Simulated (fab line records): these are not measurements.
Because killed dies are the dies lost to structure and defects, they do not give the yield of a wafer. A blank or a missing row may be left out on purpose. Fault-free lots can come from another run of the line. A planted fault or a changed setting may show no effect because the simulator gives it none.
Matching of chambers    flow n5_finfet    4 sister chambers for N5_GATE_CUT_CMP_02 on cmp-02
The step polishes, stops on SiO2, t overpolish 12.7 s, target thk 0 nm. 4 wafers are shown with their chamber, then 9 later ones without.

== WAFERS PAIRED WITH THEIR CHAMBERS ==
wafer   chamber  motor_current_A (A)
L074.6  0        7.1
L090.3  2        9.4
L090.4  1        9.1
L090.5  3        8.6

== WAFERS WITH NO CHAMBER GIVEN ==
wafer   motor_current_A (A)
L091.1  9.3
L091.2  8.7
L091.3  7.1
L094.1  6.9
L094.5  6.6
L094.6  9.0
L097.2  7.0
L097.4  9.5
L097.5  8.9

== THE CHAMBER EACH PASSED THROUGH ==
wafer   from the rows above           in truth
L091.1  can't be placed: 2 or 1       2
L091.2  can't be placed: 3 or 1       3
L091.3  0                             0
L094.1  0                             0
L094.5  0                             0
L094.6  can't be placed: 1 or 2 or 3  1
L097.2  0                             0
L097.4  can't be placed: 2 or 1       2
L097.5  can't be placed: 1 or 3 or 2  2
Correct placement for 4 of the 9. These rows do not allow placing 5 (true chamber among the candidates in 5). Wrongly placed: 0.
How it was worked out, from the rows above alone: a wafer's distance from a chamber is the root of the sum, over the readings, of the square of ((its reading less the chamber's mean) divided by the reading's scatter). If the next closest chamber is less than 2 further off than the closest, the wafer can't be placed; otherwise it belongs to the closest. The mean given for a chamber averages the wafers shown for that chamber. The scatter (one wafer shown for each chamber): square how far every hidden wafer sits from the nearest shown wafer, average those squares and take the square root.
